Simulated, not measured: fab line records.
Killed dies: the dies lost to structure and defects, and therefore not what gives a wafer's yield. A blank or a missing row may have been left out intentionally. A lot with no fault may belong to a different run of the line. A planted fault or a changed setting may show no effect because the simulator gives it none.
Split-lot study || flow n5Finfet || on a route of 1938 steps: 7 lots, 21 wafers read

## ON THE SPLIT
At N5_BEOL_M5_TRENCH_ETCH_37 (etches SiCOH lowk in C4F6/O2, target depth 71.652 nm, time 24.7 s), the setting biasW was moved away from the recipe's 185 W on 13 of the 21 wafers read, by -13.4% to +17.0%. This setting was run at the recipe's value on the other wafers.

## FROM THE SPLIT TO THE READING: what the file shows between them, 2 steps
- N5_BEOL_M5_ETCH_41: etches SiCN in CH3F/O2, target depth 31.5 nm, time 56.7 s (also split here: sourceW)
- N5_BEOL_M5_STRIP_91: strips in N2/H2, time 10 s

## THE READING
trenchDepthNm, in nm, at N5_BEOL_M5_OCD_MEAS_38. Typical for fault-free wafers on this fab line: 71.8 nm, with standard deviation 1.2 nm.

{"wafer": "L074.1", "tool, chamber at the split": "rieDiel-03, 0", "biasW as run, W": 160.9, "against the recipe": "-13.0%", "trenchDepthNm, nm": 69.1, "against lot-mates on the recipe": -2.4}
{"wafer": "L074.5", "tool, chamber at the split": "rieDiel-03, 0", "biasW as run, W": 160.9, "against the recipe": "-13.0%", "trenchDepthNm, nm": 70.0, "against lot-mates on the recipe": -1.5}
{"wafer": "L074.6", "tool, chamber at the split": "rieDiel-03, 1", "biasW as run, W": 185, "against the recipe": "recipe", "trenchDepthNm, nm": 71.5, "against lot-mates on the recipe": "-"}
{"wafer": "L076.1", "tool, chamber at the split": "rieDiel-01, 1", "biasW as run, W": 160.2, "against the recipe": "-13.4%", "trenchDepthNm, nm": 69.1, "against lot-mates on the recipe": "no lot-mate on the recipe"}
{"wafer": "L076.5", "tool, chamber at the split": "rieDiel-01, 2", "biasW as run, W": 160.2, "against the recipe": "-13.4%", "trenchDepthNm, nm": 69.9, "against lot-mates on the recipe": "no lot-mate on the recipe"}
{"wafer": "L076.6", "tool, chamber at the split": "rieDiel-01, 0", "biasW as run, W": 160.2, "against the recipe": "-13.4%", "trenchDepthNm, nm": 69.4, "against lot-mates on the recipe": "no lot-mate on the recipe"}
{"wafer": "L084.1", "tool, chamber at the split": "rieDiel-01, 3", "biasW as run, W": 185, "against the recipe": "recipe", "trenchDepthNm, nm": 72.8, "against lot-mates on the recipe": "-"}
{"wafer": "L084.3", "tool, chamber at the split": "rieDiel-01, 2", "biasW as run, W": 185, "against the recipe": "recipe", "trenchDepthNm, nm": 72.8, "against lot-mates on the recipe": "-"}
{"wafer": "L084.6", "tool, chamber at the split": "rieDiel-01, 2", "biasW as run, W": 185, "against the recipe": "recipe", "trenchDepthNm, nm": 73.6, "against lot-mates on the recipe": "-"}
{"wafer": "L085.1", "tool, chamber at the split": "rieDiel-06, 0", "biasW as run, W": 207, "against the recipe": "+11.9%", "trenchDepthNm, nm": 73.1, "against lot-mates on the recipe": "no lot-mate on the recipe"}
{"wafer": "L085.5", "tool, chamber at the split": "rieDiel-06, 3", "biasW as run, W": 207, "against the recipe": "+11.9%", "trenchDepthNm, nm": 75.2, "against lot-mates on the recipe": "no lot-mate on the recipe"}
{"wafer": "L085.6", "tool, chamber at the split": "rieDiel-06, 0", "biasW as run, W": 207, "against the recipe": "+11.9%", "trenchDepthNm, nm": 73.5, "against lot-mates on the recipe": "no lot-mate on the recipe"}
{"wafer": "L087.1", "tool, chamber at the split": "rieDiel-01, 0", "biasW as run, W": 214.8, "against the recipe": "+16.1%", "trenchDepthNm, nm": 75.8, "against lot-mates on the recipe": "+3.5"}
{"wafer": "L087.2", "tool, chamber at the split": "rieDiel-01, 1", "biasW as run, W": 185, "against the recipe": "recipe", "trenchDepthNm, nm": 72.2, "against lot-mates on the recipe": "-"}
{"wafer": "L087.3", "tool, chamber at the split": "rieDiel-01, 2", "biasW as run, W": 185, "against the recipe": "recipe", "trenchDepthNm, nm": 72.5, "against lot-mates on the recipe": "-"}
{"wafer": "L089.4", "tool, chamber at the split": "rieDiel-01, 0", "biasW as run, W": 185, "against the recipe": "recipe", "trenchDepthNm, nm": 73.2, "against lot-mates on the recipe": "-"}
{"wafer": "L089.5", "tool, chamber at the split": "rieDiel-01, 2", "biasW as run, W": 164.2, "against the recipe": "-11.2%", "trenchDepthNm, nm": 70.1, "against lot-mates on the recipe": -3.1}
{"wafer": "L089.6", "tool, chamber at the split": "rieDiel-01, 1", "biasW as run, W": 164.2, "against the recipe": "-11.2%", "trenchDepthNm, nm": 70.0, "against lot-mates on the recipe": -3.2}
{"wafer": "L094.2", "tool, chamber at the split": "rieDiel-03, 0", "biasW as run, W": 185, "against the recipe": "recipe", "trenchDepthNm, nm": 71.6, "against lot-mates on the recipe": "-"}
{"wafer": "L094.5", "tool, chamber at the split": "rieDiel-03, 0", "biasW as run, W": 216.4, "against the recipe": "+17.0%", "trenchDepthNm, nm": 75.5, "against lot-mates on the recipe": "+3.9"}
{"wafer": "L094.6", "tool, chamber at the split": "rieDiel-03, 1", "biasW as run, W": 216.4, "against the recipe": "+17.0%", "trenchDepthNm, nm": 75.9, "against lot-mates on the recipe": "+4.3"}

THE FIT
A straight line over all 21 wafers: trenchDepthNm changes by +0.195 nm for each +1% of biasW; r = +0.95; the points scatter about the line by 0.7 nm.
The same after taking each lot's own level away (the mean of its wafers on the recipe; 15 wafers): +0.222 nm for each +1%; r = +0.97; scatter 0.54 nm.
According to that fit, moving biasW by its largest amount changes the reading by 3.8 nm.
From 71.50 to 73.20 nm: that is the span of the lots' own levels, equal to 1.4 times the standard deviation above.
So the slope is not independent of the lot-to-lot level: the two fits are not the same.
Check: for one of the wafers moved furthest among these (+17.0%), held out of the fit, the line's prediction against its lot-mates is +3.81 nm. Against them it came out at +3.9 nm.
Tool readings at the split's step, against how far the setting was moved: rfVppV r = +0.98.

## FURTHER SPLITS ON THESE WAFERS
These wafers also went through other splits before the reading. Each is held against what the fit with the lots' levels taken away leaves over:
{"other split on the same wafers": "N5_BEOL_M3_EXPOSE_25 doseMj", "wafers away from the commonest value": 6, "r with trenchDepthNm (lot level and that fit taken away)": "+0.57"}
{"other split on the same wafers": "N5_BEOL_M4_PECVD_72 tempC", "wafers away from the commonest value": 4, "r with trenchDepthNm (lot level and that fit taken away)": "+0.00"}
{"other split on the same wafers": "N5_BEOL_M4_COAT_05 spinRpm", "wafers away from the commonest value": 5, "r with trenchDepthNm (lot level and that fit taken away)": -0.14}
{"other split on the same wafers": "N5_BEOL_M5_HM_DEP_02 targetThkA", "wafers away from the commonest value": 8, "r with trenchDepthNm (lot level and that fit taken away)": -0.42}
{"other split on the same wafers": "N5_BEOL_M5_COAT_59 tempC", "wafers away from the commonest value": 5, "r with trenchDepthNm (lot level and that fit taken away)": "+0.35"}
{"other split on the same wafers": "N5_BEOL_M5_ETCH_41 sourceW", "wafers away from the commonest value": 6, "r with trenchDepthNm (lot level and that fit taken away)": "+0.28"}

## THE WHOLE CHAIN: every reading that the file lists as answering this split, in the file's order
{"step": "N5_BEOL_M5_TRENCH_ETCH_37", "what it does": "etches SiCOH lowk in C4F6/O2, target depth 71.652 nm, time 24.7 s", "reading": "rfVppV", "change (the file's fit)": "+4.65 V for each +1% of the setting", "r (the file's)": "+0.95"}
{"step": "N5_BEOL_M5_TRENCH_ETCH_37", "what it does": "etches SiCOH lowk in C4F6/O2, target depth 71.652 nm, time 24.7 s", "reading": "BEOL_M5.featureDepthNm (the simulator's own value, which no gauge read)", "change (the file's fit)": "+0.21 nm for each +1% of the setting", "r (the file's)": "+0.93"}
{"step": "N5_BEOL_M5_TRENCH_ETCH_37", "what it does": "etches SiCOH lowk in C4F6/O2, target depth 71.652 nm, time 24.7 s", "reading": "etch.depthNm (the simulator's own value, which no gauge read)", "change (the file's fit)": "+0.21 nm for each +1% of the setting", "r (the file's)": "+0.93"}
{"step": "N5_BEOL_M5_OCD_MEAS_38", "what it does": "", "reading": "trenchDepthNm", "change (the file's fit)": "+0.22 nm for each +1% of the setting", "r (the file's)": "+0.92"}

## THE FILE'S OWN FIT
trenchDepthNm changes by +0.22 nm for each +1% of biasW, r = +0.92.
